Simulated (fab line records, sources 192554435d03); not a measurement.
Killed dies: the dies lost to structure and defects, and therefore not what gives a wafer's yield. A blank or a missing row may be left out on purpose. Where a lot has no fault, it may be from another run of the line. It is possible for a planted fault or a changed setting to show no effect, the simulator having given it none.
Chamber matching | flow n5 finfet | rie diel-03 running N5_DUMMY_REMOVAL_HM_STRIP_01: 4 sister chambers
The step strips SiNx in CH3F/O2, stops on poly-Si, target depth 4 nm, time 6.8 s. 14 wafers are shown with their chamber, then 7 later ones without.

== WAFERS, EACH WITH ITS CHAMBER ==
wafer  | chamber | showerhead plenum p Torr (Torr) | drypump motor current A (A) | throttle valve pct (%)
L078.3 | 2       | 2.07                            | 5.1                         | 16.31
L078.5 | 0       | 1.96                            | 5.5                         | 16.19
L078.6 | 3       | 2.09                            | 5.6                         | 16.62
L079.2 | 0       | 1.96                            | 5.4                         | 16.19
L079.5 | 1       | 2.01                            | 5.1                         | 16.32
L079.6 | 0       | 1.96                            | 5.5                         | 16.20
L082.1 | 1       | 2.01                            | 5.1                         | 16.31
L082.2 | 2       | 2.06                            | 5.1                         | 16.31
L082.5 | 2       | 2.06                            | 5.1                         | 16.31
L085.2 | 2       | 2.06                            | 5.1                         | 16.33
L085.3 | 1       | 2.00                            | 5.1                         | 16.33
L085.5 | 1       | 2.00                            | 5.1                         | 16.34
L086.1 | 2       | 2.06                            | 5.1                         | 16.32
L086.5 | 3       | 2.09                            | 5.6                         | 16.65

SIGNATURES (means of the wafers above)
reading                  | chamber 0 | chamber 1 | chamber 2 | chamber 3 | scatter within a chamber
showerhead plenum p Torr | 1.9600    | 2.0050    | 2.0620    | 2.0900    | 0.00424
drypump motor current A  | 5.467     | 5.100     | 5.100     | 5.600     | 0.0258
throttle valve pct       | 16.1933   | 16.3250   | 16.3160   | 16.6350   | 0.0116
Rule: a wafer lies at a distance from a chamber equal to the root of the sum of squares, over the readings, of (its reading less the chamber's mean, divided by the reading's scatter). If the next closest chamber is less than 2 further off than the closest, the wafer can't be placed; otherwise it belongs to the closest. The scatter is the square root of a quotient: the sum, over the shown wafers, of each reading's squared deviation from its chamber's mean, divided by wafers minus chambers.

== WAFERS WITH NO CHAMBER GIVEN ==
wafer  | showerhead plenum p Torr (Torr) | drypump motor current A (A) | throttle valve pct (%)
L086.6 | 2.06                            | 5.1                         | 16.35
L087.2 | 2.08                            | 5.6                         | 16.66
L087.3 | 2.00                            | 5.1                         | 16.33
L087.5 | 2.08                            | 5.6                         | 16.65
L094.2 | 2.00                            | 5.1                         | 16.37
L094.4 | 2.00                            | 5.1                         | 16.37
L094.5 | 1.95                            | 5.4                         | 16.27

== CHAMBER TAKEN BY EACH ==
wafer  | from the rows above | in truth
L086.6 | 2                   | 2
L087.2 | 3                   | 3
L087.3 | 1                   | 1
L087.5 | 3                   | 3
L094.2 | 1                   | 1
L094.4 | 1                   | 1
L094.5 | 0                   | 0
7 of 7 placed correctly. From these rows, 0 cannot be placed. 0 placed wrongly.
